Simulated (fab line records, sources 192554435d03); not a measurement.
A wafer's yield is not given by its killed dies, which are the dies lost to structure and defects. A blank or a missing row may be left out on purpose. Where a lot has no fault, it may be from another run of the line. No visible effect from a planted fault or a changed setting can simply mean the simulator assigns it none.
Chamber matching ; flow n5Finfet ; rieDiel-01 running N5_MOL_CONTACT_COAG_ETCHBACK_136: 4 sister chambers
The step etches SiO2 in CHF3, target depth 25 nm, time 16.7 s. 14 wafers are shown with their chamber, then 7 later ones without.

== WAFERS, EACH WITH ITS CHAMBER ==
wafer;chamber;drypumpMotorCurrentA (A);rfVppV (V);throttleValvePct (%)
L075.2;2;5.0;535;18.66
L075.3;0;6.5;530;18.64
L075.6;0;6.5;529;18.62
L080.1;0;6.5;530;18.65
L080.3;3;5.2;517;18.97
L080.5;2;5.0;536;18.70
L081.2;3;5.2;516;18.99
L081.5;3;5.2;516;18.99
L081.6;0;6.5;529;18.63
L083.3;3;5.2;515;18.98
L083.4;1;5.7;520;18.89
L083.5;0;6.5;528;18.67
L086.2;3;5.2;517;19.00
L086.3;1;5.6;521;18.90

SIGNATURES (averages over the wafers above)
reading;chamber 0;chamber 1;chamber 2;chamber 3;scatter within a chamber
drypumpMotorCurrentA;6.500;5.650;5.000;5.200;0.0224
rfVppV;529.20;520.50;535.50;516.20;0.812
throttleValvePct;18.6420;18.8950;18.6800;18.9860;0.0169
Rule: for a wafer and a chamber, the distance is found by dividing, reading by reading, the gap between the wafer's reading and the chamber's mean by the reading's scatter, squaring, summing and taking the root. If the next closest chamber is less than 2 further off than the closest, the wafer can't be placed; otherwise it belongs to the closest. The scatter: take each reading less its chamber's mean, square it, sum over the shown wafers, divide by the number of wafers less the number of chambers, and take the root.

== WAFERS WITHOUT THEIR CHAMBER ==
wafer;drypumpMotorCurrentA (A);rfVppV (V);throttleValvePct (%)
L086.4;4.9;537;18.71
L092.1;5.2;515;19.03
L092.2;5.6;520;18.91
L092.6;5.6;521;18.93
L093.3;6.5;528;18.70
L093.4;5.7;520;18.93
L093.5;5.2;515;19.03

== THE CHAMBER EACH PASSED THROUGH ==
wafer;from the rows above;in truth
L086.4;2;2
L092.1;3;3
L092.2;1;1
L092.6;1;1
L093.3;0;0
L093.4;1;1
L093.5;3;3
Correctly placed: 7 of 7. Number that these rows cannot place: 0. Placed wrongly: 0.
